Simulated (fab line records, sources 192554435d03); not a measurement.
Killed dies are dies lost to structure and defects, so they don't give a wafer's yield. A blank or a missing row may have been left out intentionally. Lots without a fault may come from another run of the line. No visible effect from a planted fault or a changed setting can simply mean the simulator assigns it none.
Which tool did it? | flow n5_finfet | 8 lots, 24 wafers sampled, at 9 steps of a route of 1938

== WHAT THE GAUGES SHOWED, per wafer ==
N5_PMOS_HMC_CHANNEL_EPI_CD_MEAS_09: the cd target is 237.4 nm.
lot  | measured    | on        | cd_nm (nm)
L457 | day 2 01:18 | cd_sem-03 | 237.5 237.1 236.8
L459 | day 2 12:10 | cd_sem-01 | 238.3 238.4 238.3
L461 | day 2 23:06 | cd_sem-02 | 237.7 237.6 237.3
L466 | day 4 05:15 | cd_sem-02 | 237.4 237.3 237.5
L467 | day 4 11:51 | cd_sem-02 | 236.0 236.8 237.4
L470 | day 5 05:40 | cd_sem-02 | 238.8 238.5 238.6
L471 | day 5 11:14 | cd_sem-01 | 236.5 236.1 237.1
L479 | day 7 11:29 | cd_sem-03 | 239.0 238.7 238.6

N5_PMOS_HMC_CHANNEL_EPI_INSPECT_30: inspects for defects (darkfield).
lot  | measured    | on                | raw_defect_count
L457 | day 2 04:10 | defect_inspect-01 | 20 27 25
L459 | day 2 15:13 | defect_inspect-02 | 18 25 23
L461 | day 3 02:14 | defect_inspect-01 | 16 17 13
L466 | day 4 08:59 | defect_inspect-02 | 549 501 507
L467 | day 4 15:13 | defect_inspect-02 | 494 504 466
L470 | day 5 09:01 | defect_inspect-02 | 14 16 23
L471 | day 5 14:34 | defect_inspect-02 | 14 25 16
L479 | day 7 15:03 | defect_inspect-01 | 16 16 22

N5_FIN_SAQP_THK_MEAS_05.
lot  | measured    | on            | thk_nm (nm)
L457 | day 2 04:49 | film_metro-01 | 37.5 38.1 37.7
L459 | day 2 16:04 | film_metro-01 | 38.0 38.0 38.1
L461 | day 3 03:07 | film_metro-02 | 37.4 38.2 38.1
L466 | day 4 09:47 | film_metro-02 | 37.7 38.4 38.5
L467 | day 4 16:32 | film_metro-02 | 37.9 38.0 38.4
L470 | day 5 09:39 | film_metro-02 | 38.0 38.9 38.9
L471 | day 5 15:13 | film_metro-01 | 37.0 36.9 37.6
L479 | day 7 15:41 | film_metro-02 | 38.2 38.1 38.5

N5_FIN_SAQP_INSPECT_18: inspects for defects (brightfield).
lot  | measured    | on                | raw_defect_count
L457 | day 2 05:35 | defect_inspect-02 | 365 462 425
L459 | day 2 16:50 | defect_inspect-02 | 504 305 292
L461 | day 3 03:44 | defect_inspect-02 | 524 433 509
L466 | day 4 10:32 | defect_inspect-02 | 838 1164 877
L467 | day 4 17:18 | defect_inspect-01 | 751 787 739
L470 | day 5 10:25 | defect_inspect-02 | 408 473 576
L471 | day 5 15:58 | defect_inspect-02 | 643 758 644
L479 | day 7 16:26 | defect_inspect-01 | 406 326 426

N5_FIN_SAQP_INSPECT_40: inspects for defects (brightfield).
lot  | measured    | on                | raw_defect_count
L457 | day 2 09:57 | defect_inspect-02 | 174 224 218
L459 | day 2 21:25 | defect_inspect-02 | 193 147 179
L461 | day 3 08:13 | defect_inspect-01 | 242 221 272
L466 | day 4 16:05 | defect_inspect-01 | 749 811 790
L467 | day 5 00:05 | defect_inspect-02 | 605 723 626
L470 | day 5 14:38 | defect_inspect-01 | 348 315 265
L471 | day 5 20:29 | defect_inspect-01 | 193 153 231
L479 | day 7 21:35 | defect_inspect-01 | 251 248 220

N5_FIN_CUT_INSPECT_10: inspects for defects (brightfield).
lot  | measured    | on                | raw_defect_count
L457 | day 2 10:21 | defect_inspect-02 | 38 30 38
L459 | day 2 21:56 | defect_inspect-01 | 42 28 29
L461 | day 3 08:45 | defect_inspect-02 | 28 45 57
L466 | day 4 16:35 | defect_inspect-01 | 565 554 532
L467 | day 5 00:35 | defect_inspect-01 | 497 518 491
L470 | day 5 15:08 | defect_inspect-01 | 43 53 31
L471 | day 5 21:01 | defect_inspect-02 | 39 24 42
L479 | day 7 22:06 | defect_inspect-02 | 51 48 47

N5_BEOL_M4_RC_MEAS_101.
lot  | measured     | on        | DIBL_N (mV/V)  | DIBL_P (mV/V)  | IOFF_N (nA/um)    | IOFF_P (nA/um)    | ION_N (uA/um) | ION_P (uA/um) | SS_N (mV/dec)  | SS_P (mV/dec)  | VT_N (mV)         | VT_P (mV)
L457 | day 8 04:57  | prober-02 | 34.9 34.1 35.3 | 33.6 33.5 35.0 | 0.130 0.120 0.145 | 0.184 0.181 0.213 | 652 660 664   | 452 455 463   | 71.9 71.0 71.7 | 72.2 72.6 72.7 | 256.1 254.3 251.9 | -249.7 -250.7 -250.3
L459 | day 9 02:19  | prober-02 | 36.2 37.7 35.9 | 35.5 36.6 35.5 | 0.143 0.163 0.145 | 0.188 0.202 0.190 | 669 666 674   | 458 456 462   | 71.7 72.1 71.3 | 72.4 73.5 72.6 | 251.5 251.0 250.1 | -255.1 -252.9 -252.0
L461 | day 8 23:53  | prober-01 | 32.8 35.5 35.6 | 34.9 37.1 37.1 | 0.126 0.165 0.161 | 0.168 0.200 0.208 | 663 671 668   | 453 456 459   | 71.3 71.5 72.1 | 73.3 73.6 73.6 | 254.2 250.1 251.3 | -257.0 -254.1 -250.2
L466 | day 11 03:59 | prober-01 | 34.5 37.0 35.2 | 35.1 37.8 35.1 | 0.126 0.169 0.134 | 0.184 0.221 0.179 | 654 685 661   | 457 474 460   | 71.1 71.7 70.8 | 72.0 73.6 72.5 | 255.7 249.0 250.9 | -250.0 -250.5 -252.3
L467 | day 11 08:32 | prober-01 | 33.6 34.7 33.2 | 36.2 37.1 35.7 | 0.151 0.157 0.140 | 0.208 0.220 0.197 | 674 673 665   | 467 465 463   | 71.8 71.6 71.6 | 72.9 74.4 73.1 | 248.0 249.8 250.3 | -249.2 -249.0 -251.5
L470 | day 11 12:03 | prober-01 | 36.9 37.7 36.5 | 36.8 37.6 35.2 | 0.183 0.198 0.170 | 0.244 0.260 0.227 | 684 671 670   | 467 463 461   | 72.1 72.6 72.4 | 74.0 73.6 73.7 | 246.3 244.0 248.2 | -249.6 -246.0 -249.3
L471 | day 12 10:29 | prober-02 | 35.5 36.6 37.5 | 36.6 37.4 38.9 | 0.145 0.164 0.188 | 0.221 0.237 0.267 | 674 683 684   | 471 474 476   | 71.6 72.0 71.8 | 73.2 73.5 73.9 | 250.0 247.9 245.9 | -247.2 -245.8 -244.8
L479 | day 13 23:38 | prober-02 | 35.6 34.9 33.5 | 34.0 34.2 32.8 | 0.141 0.131 0.113 | 0.186 0.198 0.168 | 649 668 654   | 448 462 454   | 71.7 71.1 71.0 | 72.6 73.4 72.6 | 255.4 250.9 256.9 | -253.7 -251.9 -252.6

== WHICH TOOL RAN EACH LOT (tool, then ch and the chambers of the sampled wafers, then the start) ==
lot  | N5_PMOS_HMC_CHANNEL_EPI_STRIP_33  | N5_PMOS_HMC_CHANNEL_EPI_CMP_21
L457 | rie_diel-03 ch 0,2,3, day 2 01:31 | cmp-04 ch 2,3, day 2 03:23
L459 | rie_diel-04 ch 0,2, day 2 12:23   | cmp-04 ch 1,2,3, day 2 14:31
L461 | rie_diel-03 ch 0,1,2, day 2 23:35 | cmp-03 ch 2,3, day 3 01:28
L466 | rie_diel-04 ch 0,2, day 4 05:58   | cmp-04 ch 2,3, day 4 08:12
L467 | rie_diel-03 ch 1,2, day 4 12:11   | cmp-04 ch 0,2,3, day 4 14:31
L470 | rie_diel-04 ch 0,1,3, day 5 05:53 | cmp-01 ch 0,2,3, day 5 08:13
L471 | rie_diel-01 ch 1,2,3, day 5 11:28 | cmp-01 ch 0,1,2, day 5 13:41
L479 | rie_diel-01 ch 2,3, day 7 12:20   | cmp-03 ch 0,1,3, day 7 14:13
- N5_PMOS_HMC_CHANNEL_EPI_STRIP_33: strips in N2/H2.
- N5_PMOS_HMC_CHANNEL_EPI_CMP_21: polishes SiGe30, target thk 54 nm.

== WHAT THE TOOLS THEMSELVES READ (means of the sampled wafers that have a number; where no wafer has one, the mark that the record gives instead) ==
N5_PMOS_HMC_CHANNEL_EPI_STRIP_33.
lot  | tool        | drypump_motor_current_A (A) | oes_product_au (a.u.) | rf_vpp_V (V) | showerhead_plenum_p_Torr (Torr) | throttle_valve_pct (%)
L457 | rie_diel-03 | 5.7                         | 0.75                  | 54.2         | 3.26                            | 19.0
L459 | rie_diel-04 | 5.9                         | 0.76                  | 53.8         | 3.40                            | 19.2
L461 | rie_diel-03 | 5.6                         | 0.76                  | 55.1         | 3.37                            | 19.0
L466 | rie_diel-04 | 5.6                         | 0.77                  | 53.9         | 3.45                            | 19.2
L467 | rie_diel-03 | 5.7                         | 0.75                  | 55.0         | 3.41                            | 19.3
L470 | rie_diel-04 | 5.9                         | 0.73                  | 54.2         | 3.38                            | 18.8
L471 | rie_diel-01 | 5.8                         | 0.73                  | 53.2         | 3.34                            | 19.0
L479 | rie_diel-01 | 6.4                         | 0.74                  | 53.7         | 3.27                            | 18.9

N5_PMOS_HMC_CHANNEL_EPI_CMP_21.
lot  | tool   | motor_current_A (A)
L457 | cmp-04 | 12.1
L459 | cmp-04 | 12.3
L461 | cmp-03 | 12.8
L466 | cmp-04 | 12.5
L467 | cmp-04 | 11.9
L470 | cmp-01 | 11.6
L471 | cmp-01 | 11.3
L479 | cmp-03 | 13.0

== THE ANSWER, worked out from the rows above alone ==
Rule: the usual values come from the lots themselves. The widest of any qualifying gaps counts: lots, ordered by their means at a reading, are off when they make up no more than a third of the lots, leave a main group of 4 or more, and stand apart from it by 3 or more times the standard deviation of that group's means. A main group is skipped when, at the precision printed for the reading in the tables above, its means are all equal. A lot without any number at a reading at which 4 lots or more have one is off too. Any other lot the step has rows for is counted as sound. First the gauges in route order, then the tools' own readings, where a lot's mean is used as printed above. The first step at which some lot is off is used, and at that step the reading that is off furthest; a lot without a number counts as furthest.
Off: L466, L467, at N5_PMOS_HMC_CHANNEL_EPI_INSPECT_30 (raw_defect_count). Mean 19 and standard deviation 2.9 in the main group.
A tool fits if, at a process step before that reading, it ran every lot that is off, and no sound lot after the first of them. The gauges at N5_PMOS_HMC_CHANNEL_EPI_INSPECT_30 aren't tried: what is off there is off at N5_FIN_CUT_INSPECT_10 too, on other tools, and a gauge's error can't cause that. One fits: cmp-04 at N5_PMOS_HMC_CHANNEL_EPI_CMP_21. A fault onset in the window from L459 (day 2 14:31, its last sound lot) to L466 (day 4 08:12, its first lot off) fits.

== WHAT WAS PUT IN BY THE SIMULATOR ==
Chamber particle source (cmp-04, N5_PMOS_HMC_CHANNEL_EPI_CMP_21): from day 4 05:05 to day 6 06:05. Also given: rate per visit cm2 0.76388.
Lots struck among those shown: L466, L467. This agrees with what the rule above found.
